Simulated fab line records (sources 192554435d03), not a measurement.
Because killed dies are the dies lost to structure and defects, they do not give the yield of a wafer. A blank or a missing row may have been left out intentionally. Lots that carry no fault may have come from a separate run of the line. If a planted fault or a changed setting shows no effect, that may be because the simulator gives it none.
Lot-split experiment | flow n5 finfet | 39 wafers read across 7 lots, on a route 1938 steps long

## SPLIT DETAILS
At N5_BEOL_M7_ETCH_66 (etches SOC in N2/H2, target depth 80 nm, overetch 16 nm, time 120 s), the setting time s was moved away from the recipe's 120 s on 12 of the 39 wafers read, by -57.1% to +59.3%. All remaining wafers had this setting at the recipe value.

Reading taken at the split's own step.

## THE READING
SiARC_of_BEOL_M7_COAT_64.thk nm (the simulator's own value, which no gauge read), in nm, at N5_BEOL_M7_ETCH_66 (etches SOC in N2/H2, target depth 80 nm, overetch 16 nm, time 120 s). The file gives no usual value for it. The 27 wafers here that ran the recipe average 6.4 nm, standard deviation 0.2 nm.

wafer  | tool, chamber at the split | time s as run, s | against the recipe | SiARC_of_BEOL_M7_COAT_64.thk nm, nm | against lot-mates on the recipe
L074.1 | rie diel-03, 2             | 120              | recipe             | 6.4                                 | -
L074.2 | rie diel-03, 3,0           | 120              | recipe             | 6.6                                 | -
L074.3 | rie diel-03, 3,0           | 120              | recipe             | 6.6                                 | -
L074.4 | rie diel-03, 1,1,2         | 99.71            | -16.9%             | 7.4                                 | +0.9
L074.5 | rie diel-03, 1,1,2         | 99.71            | -16.9%             | 7.4                                 | +0.9
L074.6 | rie diel-03, 1,1,2         | 99.71            | -16.9%             | 7.4                                 | +0.9
L075.1 | rie diel-01, 1             | 120              | recipe             | 6.2                                 | -
L075.3 | rie diel-01, 2,0           | 120              | recipe             | 6.4                                 | -
L075.4 | rie diel-01, 2,0           | 120              | recipe             | 6.4                                 | -
L078.1 | rie diel-03, 1,2           | 120              | recipe             | 6.4                                 | -
L078.2 | rie diel-03, 1,2           | 120              | recipe             | 6.4                                 | -
L078.3 | rie diel-03, 0             | 120              | recipe             | 6.6                                 | -
L078.5 | rie diel-03, 0             | 120              | recipe             | 6.6                                 | -
L078.4 | rie diel-03, 3             | 120              | recipe             | 6.8                                 | -
L078.6 | rie diel-03, 3             | 120              | recipe             | 6.8                                 | -
L080.1 | rie diel-01, 1             | 120              | recipe             | 6                                   | -
L080.2 | rie diel-01, 2             | 191.2            | +59.3%             | 3.4                                 | -3.0
L080.3 | rie diel-01, 0             | 120              | recipe             | 6.6                                 | -
L080.5 | rie diel-01, 0             | 120              | recipe             | 6.6                                 | -
L080.4 | rie diel-01, 1             | 191.2            | +59.3%             | 2.6                                 | -3.8
L080.6 | rie diel-01, 2             | 191.2            | +59.3%             | 3.2                                 | -3.2
L082.1 | rie diel-01, 1             | 120              | recipe             | 6.2                                 | -
L082.6 | rie diel-01, 1             | 120              | recipe             | 6.2                                 | -
L082.2 | rie diel-01, 3,0,3,0       | 120              | recipe             | 6.6                                 | -
L082.3 | rie diel-01, 3,0,3,0       | 120              | recipe             | 6.6                                 | -
L082.4 | rie diel-01, 3,0,3,0       | 120              | recipe             | 6.6                                 | -
L082.5 | rie diel-01, 3,0,3,0       | 120              | recipe             | 6.6                                 | -
L091.1 | rie diel-05, 3,1,1         | 51.52            | -57.1%             | 9.6                                 | +3.4
L091.4 | rie diel-05, 3,1,1         | 51.52            | -57.1%             | 9.6                                 | +3.4
L091.5 | rie diel-05, 3,1,1         | 51.52            | -57.1%             | 9.6                                 | +3.4
L091.2 | rie diel-05, 2,0,2         | 120              | recipe             | 6.2                                 | -
L091.3 | rie diel-05, 2,0,2         | 120              | recipe             | 6.2                                 | -
L091.6 | rie diel-05, 2,0,2         | 120              | recipe             | 6.2                                 | -
L094.1 | rie diel-05, 1,0           | 87.43            | -27.1%             | 8                                   | +1.7
L094.2 | rie diel-05, 1,0           | 87.43            | -27.1%             | 8                                   | +1.7
L094.3 | rie diel-05, 3             | 120              | recipe             | 6.4                                 | -
L094.6 | rie diel-05, 3             | 120              | recipe             | 6.4                                 | -
L094.4 | rie diel-05, 2             | 120              | recipe             | 6.2                                 | -
L094.5 | rie diel-05, 0             | 87.43            | -27.1%             | 7.8                                 | +1.5
The file does not say which wafer passed through which chamber wherever a row lists several chambers: such a row stands for several wafers.

THE FIT
A straight line over all 39 wafers: SiARC_of_BEOL_M7_COAT_64.thk nm changes by -0.0561 nm for each +1% of time s; r = -0.99; the points scatter about the line by 0.2 nm.
The same after taking each lot's own level away (the mean of its wafers on the recipe; 39 wafers): -0.0576 nm for each +1%; r = -0.99; scatter 0.18 nm.
On that fit, the largest move of time s shifts the reading by 3.4 nm.
Across the lots, their own levels run from 6.20 to 6.60 nm, a range of 2.0 times the standard deviation given above.
Consequently the slope shifts little with the lot-to-lot level, the two slopes agreeing.
Check: with one of the wafers moved furthest among these (+59.3%) left out of the fit, the line predicts -3.51 nm for it against its lot-mates. It came out at -3 nm against them.

## OTHER SPLITS APPLIED TO THESE WAFERS
Before the reading, these wafers also passed through other splits. Each is held against what the fit with the lots' levels taken away leaves over:
other split on the same wafers    | wafers away from the commonest value | r with SiARC_of_BEOL_M7_COAT_64.thk nm (lot level and that fit taken away)
N5_BEOL_M4_HM_DEP_02 target thk a | 15                                   | +0.04

## THE FILE'S OWN FIT
SiARC_of_BEOL_M7_COAT_64.thk nm changes by -0.0577 nm for each +1% of time s, r = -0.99.
